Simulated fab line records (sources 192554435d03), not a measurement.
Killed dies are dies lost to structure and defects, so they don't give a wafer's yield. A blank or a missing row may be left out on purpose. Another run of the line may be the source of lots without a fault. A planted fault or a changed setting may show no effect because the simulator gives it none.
fab line records | flow n5_finfet
record lots=5 | wafers=15 | last_day=18
route steps=1938 shown BEOL_M4@1068
lots that met no fault: from a run of the same line without faults
start_h: hours from the record's opening day to when the first of the lot's shown wafers began | wait_h: time in hours since the lot's previous step | " repeats the value in the row above | L1.1+2: a single row standing in for several wafers | - either no value or no given start | * or withheld: withheld | < > ~ a bound
route shown NAME@n: a module of which the file shows steps, and the number in the route of the first | usual: mean/standard deviation taken from wafers without a fault | same: alike in all rows | chamber/n: place in a boat | sites: readings site by site | _std_site: standard deviation of those values | _edge_site: inner sites' mean taken away from outer sites' mean | radius_mm: how far each site lies from the wafer's centre | mask NAME#n: copy n | behind: the most recent tool/chamber to have shaped the wafer | hold: why the lot was held/for how many hours/how that ended | device: transistor that didn't switch, given as n, p or np | end of line: tests run on the same wafers once the route is complete | where a step has no rows: the recipe by itself | killed: dies lost to structure and defects at the first sort, not the wafer's yield | map: dies across one wafer; x = killed, . = not, _ = none there
set.NAME: the setting as run; set.NAME@STEP: as run at that earlier step | model.NAME: the simulator's own value behind a step, which no gauge read
lots at selected steps of the route; one table per step, one row per wafer
services: a tool's chamber out of use, with start hour (start_h, from the record's first day; less than 0 if before it), hours out, and reason
## steps
# step N5_BEOL_M4_STRIP_83
# recipe chemistry=C4F6/O2 | resist=SiARC | rf_frequency_hz=6e+07
lot.wafer  | tool        | chamber | start_h | wait_h
L082.2+3+6 | rie_diel-02 | 3,2,1   | 219.69  | 0.0
L085.3+5+6 | rie_diel-01 | 1,1,0   | 231.50  | 0.0
L089.4+5+6 | rie_diel-01 | 3,0,3   | 253.16  | 0.0
L093.3+4+6 | rie_diel-03 | 2,3,2   | 278.32  | 0.0
L096.2+3+6 | rie_diel-01 | 1,2,1   | 310.70  | 0.0
# step N5_BEOL_M4_STRIP_36
# recipe chemistry=N2/H2 | power_w=450 | temp_c=40 | pressure_mtorr=20 | rf_frequency_hz=6e+07 | overash_fraction=0.3 | bias_power_w=7 | h2_frac=0.5 | n2_flow_sccm=200 | h2_flow_sccm=200
# usual drypump_motor_current_A=5.45/0.29 | oes_product_au=0.81/0.094 | rf_vpp_V=59.0/1.5 | showerhead_plenum_p_Torr=2.49/0.082 | throttle_valve_pct=23.7/0.3
lot.wafer | tool        | chamber | start_h | wait_h | drypump_motor_current_A | oes_product_au | rf_hours_counter_h | rf_vpp_V | showerhead_plenum_p_Torr | throttle_valve_pct
L082.2    | rie_diel-02 | 3       | 219.70  | 0.0    | 5.39                    | 0.74           | 173                | 56.9     | 2.42                     | 24.1
L082.3    | "           | 2       | "       | "      | 5.80                    | 0.92           | 18                 | 58.3     | 2.59                     | 23.5
L082.6    | "           | 1       | "       | "      | 4.93                    | 0.97           | -                  | 58.7     | 2.48                     | 23.2
L085.3    | rie_diel-01 | 1       | 231.51  | 0.0    | 5.11                    | 0.82           | 91                 | 58.3     | 2.56                     | 23.9
L085.5    | "           | 1       | "       | "      | 5.11                    | 0.83           | -                  | 61.0     | 2.56                     | 23.9
L085.6    | "           | 0       | "       | "      | 5.48                    | 0.95           | -                  | 58.9     | 2.49                     | 23.4
L089.4    | rie_diel-01 | 3       | 253.17  | 0.0    | 5.42                    | 0.72           | 200                | 59.5     | 2.53                     | 23.4
L089.5    | "           | 0       | "       | "      | 5.42                    | 0.92           | -                  | 60.6     | 2.48                     | 23.4
L089.6    | "           | 3       | "       | "      | 5.42                    | 0.71           | -                  | 62.7     | 2.53                     | 23.4
L093.3    | rie_diel-03 | 2       | 278.33  | 0.0    | 5.56                    | 0.72           | 220                | 57.1     | 2.29                     | 23.5
L093.4    | "           | 3       | "       | "      | 5.78                    | 0.85           | 64                 | 60.9     | 2.47                     | 23.4
L093.6    | "           | 2       | "       | "      | 5.55                    | 0.72           | -                  | 60.0     | 2.28                     | 23.5
L096.2    | rie_diel-01 | 1       | 310.71  | 0.0    | 5.12                    | 0.78           | 120                | 60.3     | 2.55                     | 24.0
L096.3    | "           | 2       | "       | "      | 5.95                    | 0.79           | 124                | 60.7     | 2.55                     | 23.9
L096.6    | "           | 1       | "       | "      | 5.12                    | 0.79           | -                  | 58.5     | 2.55                     | 23.9
# step N5_BEOL_M4_TRENCH_ETCH_37
# recipe chemistry=C4F6/O2 | target_depth_a=555.55 | target=SiOC | time_s=29.2 | ion_energy_ev=250 | pressure_mtorr=30 | source_w=355 | bias_w=185 | Ar_flow_sccm=300 | C4F6_flow_sccm=10 | O2_flow_sccm=10
# usual drypump_motor_current_A=5.45/0.29 | oes_ar_750_au=0.81/0.094 | oes_f_703_au=0.81/0.099 | oes_product_au=0.81/0.096 | rf_vpp_V=664/10 | showerhead_plenum_p_Torr=2.81/0.086 | throttle_valve_pct=20.88/0.23
lot.wafer | tool        | chamber | start_h | wait_h | drypump_motor_current_A | oes_ar_750_au | oes_f_703_au | oes_product_au | rf_hours_counter_h | rf_vpp_V | showerhead_plenum_p_Torr | throttle_valve_pct
L082.2    | rie_diel-02 | 3       | -       | -      | 5.39                    | 0.74          | 0.72         | 0.73           | 173                | 657      | 2.75                     | 21.34
L082.3    | "           | 2       | "       | "      | 5.79                    | 0.91          | 0.91         | 0.92           | 18                 | 648      | 2.92                     | 20.67
L082.6    | "           | 1       | "       | "      | 4.92                    | 0.97          | 0.97         | 0.97           | -                  | 674      | 2.81                     | 20.63
L085.3    | rie_diel-01 | 1       | -       | -      | 5.12                    | 0.84          | 0.85         | 0.83           | 91                 | 672      | 2.90                     | 20.94
L085.5    | "           | 1       | "       | "      | 5.12                    | 0.84          | 0.85         | 0.83           | -                  | 674      | 2.89                     | 20.94
L085.6    | "           | 0       | "       | "      | 5.49                    | 0.94          | 0.95         | 0.94           | -                  | 656      | 2.79                     | 20.62
L089.4    | rie_diel-01 | 3       | -       | -      | 5.41                    | 0.72          | 0.72         | 0.72           | 200                | 667      | 2.84                     | 20.61
L089.5    | "           | 0       | "       | "      | 5.43                    | 0.92          | 0.94         | 0.91           | -                  | 658      | 2.79                     | 20.64
L089.6    | "           | 3       | "       | "      | 5.40                    | 0.72          | 0.72         | 0.71           | -                  | 669      | 2.84                     | 20.62
L093.3    | rie_diel-03 | 2       | -       | -      | 5.57                    | 0.71          | 0.69         | 0.72           | 220                | 671      | 2.60                     | 21.11
L093.4    | "           | 3       | "       | "      | 5.77                    | 0.85          | 0.85         | 0.85           | 64                 | 654      | 2.79                     | 20.93
L093.6    | "           | 2       | "       | "      | 5.58                    | 0.72          | 0.71         | 0.72           | -                  | 669      | 2.60                     | 21.11
L096.2    | rie_diel-01 | 1       | -       | -      | 5.11                    | 0.81          | 0.82         | 0.79           | 120                | 673      | 2.88                     | 20.99
L096.3    | "           | 2       | "       | "      | 5.94                    | 0.79          | 0.80         | 0.79           | 124                | 652      | 2.84                     | 21.04
L096.6    | "           | 1       | "       | "      | 5.11                    | 0.81          | 0.83         | 0.80           | -                  | 674      | 2.88                     | 20.99
# step N5_BEOL_M4_ETCH_41
# recipe chemistry=CH3F/O2 | target=SiCN | target_depth_a=299 | taper_deg=2 | time_s=52.5 | ion_energy_ev=120 | mask_material=TiN | pressure_mtorr=30 | source_w=395 | bias_w=75 | Ar_flow_sccm=150 | CH3F_flow_sccm=30 | O2_flow_sccm=20
# usual drypump_motor_current_A=5.45/0.29 | oes_product_au=0.81/0.097 | rf_vpp_V=296.7/1.4 | showerhead_plenum_p_Torr=1.97/0.064 | throttle_valve_pct=16.32/0.23
lot.wafer | tool        | chamber | start_h | wait_h | drypump_motor_current_A | oes_product_au | rf_hours_counter_h | rf_vpp_V | showerhead_plenum_p_Torr | throttle_valve_pct
L082.2    | rie_diel-02 | 3       | -       | -      | 5.40                    | 0.73           | 173                | 296.1    | 1.92                     | 16.73
L082.3    | "           | 2       | "       | "      | 5.79                    | 0.91           | 18                 | 297.6    | 2.05                     | 16.07
L082.6    | "           | 1       | "       | "      | 4.93                    | 0.98           | -                  | 295.7    | 1.97                     | 16.03
L085.3    | rie_diel-01 | 1       | -       | -      | 5.11                    | 0.82           | 91                 | 298.2    | 2.03                     | 16.32
L085.5    | "           | 1       | "       | "      | 5.10                    | 0.82           | -                  | 298.1    | 2.03                     | 16.29
L085.6    | "           | 0       | "       | "      | 5.48                    | 0.95           | -                  | 295.5    | 1.96                     | 16.06
L089.4    | rie_diel-01 | 3       | -       | -      | 5.40                    | 0.73           | 200                | 297.2    | 1.99                     | 16.10
L089.5    | "           | 0       | "       | "      | 5.47                    | 0.92           | -                  | 296.0    | 1.96                     | 16.07
L089.6    | "           | 3       | "       | "      | 5.45                    | 0.72           | -                  | 296.8    | 1.99                     | 16.11
L093.3    | rie_diel-03 | 2       | -       | -      | 5.59                    | 0.72           | 220                | 294.7    | 1.81                     | 16.59
L093.4    | "           | 3       | "       | "      | 5.73                    | 0.84           | 64                 | 295.0    | 1.96                     | 16.33
L093.6    | "           | 2       | "       | "      | 5.59                    | 0.71           | -                  | 295.0    | 1.81                     | 16.59
L096.2    | rie_diel-01 | 1       | -       | -      | 5.11                    | 0.80           | 120                | 296.4    | 2.02                     | 16.38
L096.3    | "           | 2       | "       | "      | 5.95                    | 0.79           | 124                | 298.6    | 2.00                     | 16.54
L096.6    | "           | 1       | "       | "      | 5.09                    | 0.80           | -                  | 297.1    | 2.02                     | 16.38
# step N5_BEOL_M4_STRIP_97
# recipe chemistry=N2/H2 | time_s=10 | power_w=450 | temp_c=40 | pressure_mtorr=20 | rf_frequency_hz=6e+07 | bias_power_w=7 | n2_flow_sccm=200 | h2_flow_sccm=200
# usual drypump_motor_current_A=5.45/0.29 | oes_product_au=0.80/0.094 | rf_vpp_V=59.0/0.85 | showerhead_plenum_p_Torr=2.49/0.082 | throttle_valve_pct=23.7/0.3
lot.wafer | tool        | chamber | start_h | wait_h | drypump_motor_current_A | oes_product_au | rf_hours_counter_h | rf_vpp_V | showerhead_plenum_p_Torr | throttle_valve_pct
L082.2    | rie_diel-02 | 3       | -       | -      | 5.39                    | 0.74           | 173                | 58.5     | 2.42                     | 24.2
L082.3    | "           | 2       | "       | "      | 5.83                    | 0.91           | 18                 | 59.4     | 2.59                     | 23.4
L082.6    | "           | 1       | "       | "      | 4.92                    | 0.96           | -                  | 58.1     | 2.48                     | 23.1
L085.3    | rie_diel-01 | 1       | -       | -      | 5.12                    | 0.82           | 91                 | 59.0     | 2.56                     | 23.9
L085.5    | "           | 1       | "       | "      | 5.11                    | 0.82           | -                  | 58.7     | 2.56                     | 23.9
L085.6    | "           | 0       | "       | "      | 5.44                    | 0.93           | -                  | 61.0     | 2.49                     | 23.4
L089.4    | rie_diel-01 | 3       | -       | -      | 5.46                    | 0.70           | 200                | 59.1     | 2.53                     | 23.4
L089.5    | "           | 0       | "       | "      | 5.42                    | 0.90           | -                  | 59.0     | 2.48                     | 23.4
L089.6    | "           | 3       | "       | "      | 5.44                    | 0.71           | -                  | 58.9     | 2.53                     | 23.4
L093.3    | rie_diel-03 | 2       | -       | -      | 5.58                    | 0.71           | 220                | 59.3     | 2.29                     | 23.5
L093.4    | "           | 3       | "       | "      | 5.77                    | 0.83           | 64                 | 58.4     | 2.47                     | 23.4
L093.6    | "           | 2       | "       | "      | 5.57                    | 0.72           | -                  | 58.2     | 2.29                     | 23.5
L096.2    | rie_diel-01 | 1       | -       | -      | 5.11                    | 0.79           | 120                | 59.8     | 2.55                     | 24.0
L096.3    | "           | 2       | "       | "      | 5.95                    | 0.80           | 124                | 60.9     | 2.55                     | 23.9
L096.6    | "           | 1       | "       | "      | 5.12                    | 0.79           | -                  | 59.3     | 2.55                     | 24.0
# step N5_BEOL_M4_OCD_MEAS_38
# usual trench_depth_nm=56.2/1.1
lot.wafer | tool   | chamber | start_h | wait_h | trench_depth_nm
L082.2    | ocd-02 | -       | 219.89  | -      | 53.8
L082.3    | "      | -       | "       | "      | 55.4
L082.6    | "      | -       | "       | "      | 57.2
L085.3    | ocd-02 | -       | 231.71  | -      | 57.4
L085.5    | "      | -       | "       | "      | 56.5
L085.6    | "      | -       | "       | "      | 57.6
L089.4    | ocd-02 | -       | 253.37  | -      | 55.6
L089.5    | "      | -       | "       | "      | 56.2
L089.6    | "      | -       | "       | "      | 54.7
L093.3    | ocd-01 | -       | 278.53  | -      | 56.0
L093.4    | "      | -       | "       | "      | 56.9
L093.6    | "      | -       | "       | "      | 55.6
L096.2    | ocd-01 | -       | 310.91  | -      | 57.3
L096.3    | "      | -       | "       | "      | 56.5
L096.6    | "      | -       | "       | "      | 57.2
# step N5_BEOL_M4_HM_STRIP_39
# recipe chemistry=peroxide_tin_strip | material=TiN | target_depth_a=250 | temp_c=50 | time_s=158
lot.wafer  | tool         | chamber | start_h | wait_h
L082.2+3+6 | wet_bench-01 | 6,2,3   | 219.93  | 0.0
L085.3+5+6 | wet_bench-01 | 2,1,4   | 231.74  | 0.0
L089.4+5+6 | wet_bench-03 | 0,2,1   | 253.40  | 0.0
L093.3+4+6 | wet_bench-03 | 6,7,5   | 278.55  | 0.0
L096.2+3+6 | wet_bench-01 | 0,6,4   | 310.94  | 0.0
# step N5_BEOL_M4_SRD_40
# recipe time_s=30 | temp_c=23 | rinse_liquid=diw | dry=ipa_marangoni
lot.wafer  | tool         | chamber | start_h | wait_h
L082.2+3+6 | wet_bench-01 | 6,2,3   | 219.97  | 0.0
L085.3+5+6 | wet_bench-01 | 2,1,4   | 231.79  | 0.0
L089.4+5+6 | wet_bench-03 | 0,2,1   | 253.44  | 0.0
L093.3+4+6 | wet_bench-03 | 6,7,5   | 278.60  | 0.0
L096.2+3+6 | wet_bench-01 | 0,6,4   | 310.98  | 0.0
# step N5_BEOL_M4_PRECLEAN_42
# recipe chemistry=residue_remover | time_s=60 | temp_c=40
lot.wafer  | tool         | chamber | start_h | wait_h
L082.2+3+6 | wet_bench-01 | 6,2,3   | 219.99  | 0.0
L085.3+5+6 | wet_bench-01 | 2,1,4   | 231.80  | 0.0
L089.4+5+6 | wet_bench-03 | 0,2,1   | 253.46  | 0.0
L093.3+4+6 | wet_bench-03 | 6,7,5   | 278.62  | 0.0
L096.2+3+6 | wet_bench-01 | 0,6,4   | 311.00  | 0.0
# step N5_BEOL_M4_SRD_43
# recipe time_s=30 | temp_c=23 | rinse_liquid=diw | dry=ipa_marangoni
lot.wafer  | tool         | chamber | start_h | wait_h
L082.2+3+6 | wet_bench-01 | 6,2,3   | 220.01  | 0.0
L085.3+5+6 | wet_bench-01 | 2,1,4   | 231.82  | 0.0
L089.4+5+6 | wet_bench-03 | 0,2,1   | 253.48  | 0.0
L093.3+4+6 | wet_bench-03 | 6,7,5   | 278.63  | 0.0
L096.2+3+6 | wet_bench-01 | 0,6,4   | 311.02  | 0.0
# step N5_BEOL_M4_CD_MEAS_35
# recipe target_cd_nm=18 | target_cd_y_nm=22.4 | polarity=opening
# usual cd_nm=17.9/0.37
lot.wafer | tool      | chamber | start_h | wait_h | cd_nm
L082.2    | cd_sem-03 | -       | 220.05  | 0.0    | 17.9
L082.3    | "         | -       | "       | "      | 18.2
L082.6    | "         | -       | "       | "      | 18.3
L085.3    | cd_sem-03 | -       | 231.86  | 0.0    | 17.9
L085.5    | "         | -       | "       | "      | 18.4
L085.6    | "         | -       | "       | "      | 18.5
L089.4    | cd_sem-03 | -       | 253.52  | 0.0    | 17.7
L089.5    | "         | -       | "       | "      | 17.6
L089.6    | "         | -       | "       | "      | 18.2
L093.3    | cd_sem-03 | -       | 278.68  | 0.0    | 18.1
L093.4    | "         | -       | "       | "      | 17.7
L093.6    | "         | -       | "       | "      | 17.4
L096.2    | cd_sem-03 | -       | 311.06  | 0.0    | 17.6
L096.3    | "         | -       | "       | "      | 18.0
L096.6    | "         | -       | "       | "      | 17.6
# step N5_BEOL_M4_DEGAS_44
# recipe ambient=vacuum | temp_c=250 | time_s=60
# usual heater_power_w=322/22
lot.wafer | tool           | chamber | start_h | wait_h | heater_power_w
L082.2    | pvd_sputter-01 | -       | 221.68  | 1.6    | 307
L082.3    | "              | -       | "       | "      | 341
L082.6    | "              | -       | "       | "      | 307
L085.3    | pvd_sputter-03 | -       | 232.07  | 0.2    | 349
L085.5    | "              | -       | "       | "      | 325
L085.6    | "              | -       | "       | "      | 356
L089.4    | pvd_sputter-02 | -       | 254.29  | 0.8    | 345
L089.5    | "              | -       | "       | "      | 322
L089.6    | "              | -       | "       | "      | 346
L093.3    | pvd_sputter-03 | -       | 278.73  | 0.1    | 318
L093.4    | "              | -       | "       | "      | 336
L093.6    | "              | -       | "       | "      | 317
L096.2    | pvd_sputter-01 | -       | 311.82  | 0.8    | 273
L096.3    | "              | -       | "       | "      | 309
L096.6    | "              | -       | "       | "      | 284
# step N5_BEOL_M4_PRE_CLEAN_45
# recipe gas=H2/He | time_s=30 | temp_c=250
# usual heater_power_w=322/22
lot.wafer | tool           | chamber | start_h | wait_h | heater_power_w
L082.2    | pvd_sputter-01 | -       | 221.72  | 0.0    | 300
L082.3    | "              | -       | "       | "      | 342
L082.6    | "              | -       | "       | "      | 304
L085.3    | pvd_sputter-03 | -       | 232.11  | 0.0    | 353
L085.5    | "              | -       | "       | "      | 320
L085.6    | "              | -       | "       | "      | 350
L089.4    | pvd_sputter-02 | -       | 254.33  | 0.0    | 347
L089.5    | "              | -       | "       | "      | 325
L089.6    | "              | -       | "       | "      | 346
L093.3    | pvd_sputter-03 | -       | 278.77  | 0.0    | 324
L093.4    | "              | -       | "       | "      | 335
L093.6    | "              | -       | "       | "      | 324
L096.2    | pvd_sputter-01 | -       | 311.86  | 0.0    | 276
L096.3    | "              | -       | "       | "      | 299
L096.6    | "              | -       | "       | "      | 278
# step N5_BEOL_M4_ALD_84
# recipe material=TaN | target_thk_a=* | temp_c=275 | ald_precursor_family=PDMAT | ald_co_reactant=NH3 | pressure_torr=3 | carrier_flow_sccm=1500 | pulse_time_s=2 | purge_time_s=3 | co_reactant_purge_time_s=2 | co_reactant_pulse_time_s=3 | ald_cycles=30 | precursor_vessel_temp_c=75 | precursor_vessel_pressure_torr=26.25 | precursor_vessel_carrier_sccm=1000
# usual heater_power_w=411/40
lot.wafer | tool         | chamber | start_h | wait_h | heater_power_w
L082.2    | ald_metal-02 | 3       | 221.78  | 0.0    | 362
L082.3    | "            | 2       | "       | "      | 442
L082.6    | "            | 1       | "       | "      | 409
L085.3    | ald_metal-02 | 3       | 232.19  | 0.1    | 369
L085.5    | "            | 3       | "       | "      | 351
L085.6    | "            | 1       | "       | "      | 419
L089.4    | ald_metal-02 | 3       | 254.49  | 0.1    | 362
L089.5    | "            | 2       | "       | "      | 440
L089.6    | "            | 1       | "       | "      | 418
L093.3    | ald_metal-02 | 3       | 278.83  | 0.0    | 354
L093.4    | "            | 2       | "       | "      | 446
L093.6    | "            | 1       | "       | "      | 419
L096.2    | ald_metal-04 | 3       | 311.93  | 0.1    | 356
L096.3    | "            | 2       | "       | "      | 423
L096.6    | "            | 0       | "       | "      | 499
## services
tool           | chamber | start_h | hours | kind
rie_diel-03    | 3       | 201.09  | 8.5   | repair
rie_diel-01    | 1       | 205.35  | 2.7   | repair
rie_diel-01    | 3       | 237.65  | 3.0   | repair
wet_bench-01   | -       | 238.69  | 1.9   | repair
ald_metal-02   | -       | 251.49  | 0.9   | repair
rie_diel-01    | 2       | 253.64  | 4.9   | repair
wet_bench-03   | -       | 255.68  | 1.9   | pm
ald_metal-02   | 1       | 282.94  | -     | calibration
ald_metal-04   | 1       | 289.39  | 30.3  | repair
ald_metal-02   | 2       | 290.12  | 3.1   | repair
pvd_sputter-01 | -       | 291.75  | 1.0   | repair
## key
fault none
